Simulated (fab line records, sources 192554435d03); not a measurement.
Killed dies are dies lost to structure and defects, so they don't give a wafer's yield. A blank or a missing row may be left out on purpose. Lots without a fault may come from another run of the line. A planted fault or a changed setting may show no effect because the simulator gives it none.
Chamber matching | flow n5_finfet | N5_BEOL_M0_SAQP_SPACER1_ALD_98 on ald_sin-01: 4 sister chambers
The step deposits SiO2, target thk 12.8 nm, pulse time 1 s, purge time 2 s. 4 wafers are shown with their chamber, then 8 later ones without.

WAFERS WITH THEIR CHAMBER
wafer  | chamber | heater_power_w (W)
L080.1 | 0       | 507
L081.6 | 3       | 438
L092.1 | 2       | 388
L093.1 | 1       | 510

WAFERS WITHOUT THEIR CHAMBER
wafer  | heater_power_w (W)
L093.2 | 377
L093.6 | 501
L095.1 | 432
L095.5 | 512
L095.6 | 378
L097.3 | 479
L097.4 | 508
L097.6 | 509

WHICH CHAMBER EACH WENT THROUGH
wafer  | from the rows above          | in truth
L093.2 | 2                            | 2
L093.6 | can't be placed: 0 or 1      | 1
L095.1 | 3                            | 3
L095.5 | can't be placed: 1 or 0      | 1
L095.6 | 2                            | 2
L097.3 | can't be placed: 0 or 1 or 3 | 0
L097.4 | can't be placed: 0 or 1      | 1
L097.6 | can't be placed: 1 or 0      | 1
Placed correctly: 3 of 8. Can't be placed from these rows: 5 (the true chamber is among the candidates in 5). Placed wrongly: 0.
How it was worked out, from the rows above alone: a wafer's distance from a chamber is the root of the sum, over the readings, of the square of ((its reading less the chamber's mean) divided by the reading's scatter). The wafer belongs to the nearest chamber; if the next one is less than 2 further off, it can't be placed. A chamber's mean is the mean of its shown wafers. The scatter: with one shown wafer a chamber, the root of the mean of the squares of how far each hidden wafer lies from its nearest shown one.
